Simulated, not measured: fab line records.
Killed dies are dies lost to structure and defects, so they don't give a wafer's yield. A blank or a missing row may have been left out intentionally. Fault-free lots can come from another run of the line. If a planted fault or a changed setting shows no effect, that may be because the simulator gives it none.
Split-lot experiment + flow n5-finfet + 7 lots, 21 wafers read, on a route of 1938 steps

== ON THE SPLIT ==
At N5_MOL_CONTACT_COAG_VIA_ETCH_46 (etches SiO2 in C4F6/O2, target depth 46 nm, overetch 9.2 nm, time 40 s), the setting bias-w was moved away from the recipe's 455 W on 9 of the 21 wafers read, by -17.5% to +16.9%. For the rest of the wafers, this setting stayed at what the recipe calls for.

Reading taken at the split's own step.

== THE READING ==
rf-vpp-V, in V, at N5_MOL_CONTACT_COAG_VIA_ETCH_46 (etches SiO2 in C4F6/O2, target depth 46 nm, overetch 9.2 nm, time 40 s). Fault-free wafers of this fab line usually give 1593 V, standard deviation 24 V.

| wafer  | tool, chamber at the split | bias-w as run, W | against the recipe | rf-vpp-V, V | against lot-mates on the recipe |
|--------|----------------------------|------------------|--------------------|-------------|---------------------------------|
| L079.3 | rie-diel-05, 3             | 400.3            | -12.0%             | 1397        | -213                            |
| L079.4 | rie-diel-05, 1             | 455              | recipe             | 1610        | -                               |
| L079.5 | rie-diel-05, 2             | 400.3            | -12.0%             | 1428        | -182                            |
| L087.2 | rie-diel-02, 1             | 455              | recipe             | 1609        | -                               |
| L087.4 | rie-diel-02, 2             | 398.8            | -12.4%             | 1452        | -157                            |
| L087.5 | rie-diel-02, 3             | 398.8            | -12.4%             | 1420        | -189                            |
| L089.2 | rie-diel-02, 2             | 455              | recipe             | 1604        | -                               |
| L089.5 | rie-diel-02, 2             | 531.8            | +16.9%             | 1799        | +190                            |
| L089.6 | rie-diel-02, 0             | 455              | recipe             | 1613        | -                               |
| L091.1 | rie-diel-05, 3             | 528.7            | +16.2%             | 1719        | +128                            |
| L091.4 | rie-diel-05, 2             | 455              | recipe             | 1572        | -                               |
| L091.6 | rie-diel-05, 1             | 455              | recipe             | 1609        | -                               |
| L093.2 | rie-diel-02, 1             | 375.3            | -17.5%             | 1391        | no lot-mate on the recipe       |
| L093.5 | rie-diel-02, 3             | 375.3            | -17.5%             | 1354        | no lot-mate on the recipe       |
| L093.6 | rie-diel-02, 2             | 375.3            | -17.5%             | 1387        | no lot-mate on the recipe       |
| L094.3 | rie-diel-01, 1             | 455              | recipe             | 1613        | -                               |
| L094.4 | rie-diel-01, 2             | 455              | recipe             | 1568        | -                               |
| L094.5 | rie-diel-01, 0             | 455              | recipe             | 1617        | -                               |
| L097.1 | rie-diel-05, 0             | 455              | recipe             | 1625        | -                               |
| L097.3 | rie-diel-05, 1             | 455              | recipe             | 1608        | -                               |
| L097.5 | rie-diel-05, 1             | 455              | recipe             | 1607        | -                               |

FIT RESULTS
A straight line over all 21 wafers: rf-vpp-V changes by +12.1 V for each +1% of bias-w; r = +0.97; the points scatter about the line by 27 V.
The same after taking each lot's own level away (the mean of its wafers on the recipe; 18 wafers): +12.4 V for each +1%; r = +0.97; scatter 27 V.
Per that fit: largest bias-w move, reading shift of 2.2e+02 V.
From 1590.5 to 1613.3 V: that is the span of the lots' own levels, equal to 1.0 times the standard deviation above.
The two slopes agree, so the slope changes little with the lot-to-lot level.
Check: +199 V against its lot-mates is what the line predicts for one of the wafers moved furthest among these (+16.9%) when that wafer is left out of the fit. Against them it came out at +190 V.
Tool readings at the split's step, against how far the setting was moved: rf-vpp-V r = +0.97.

== FURTHER SPLITS ON THESE WAFERS ==
These wafers also went through other splits before the reading. Each is held against what the fit with the lots' levels taken away leaves over:
| other split on the same wafers | wafers away from the commonest value | r with rf-vpp-V (lot level and that fit taken away) |
|--------------------------------|--------------------------------------|-----------------------------------------------------|
| N5_GATE_CUT_DESCUM_18 time-s   | 6                                    | +0.41                                               |

== THE FILE'S OWN FIT ==
rf-vpp-V changes by +11.6 V for each +1% of bias-w, r = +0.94.
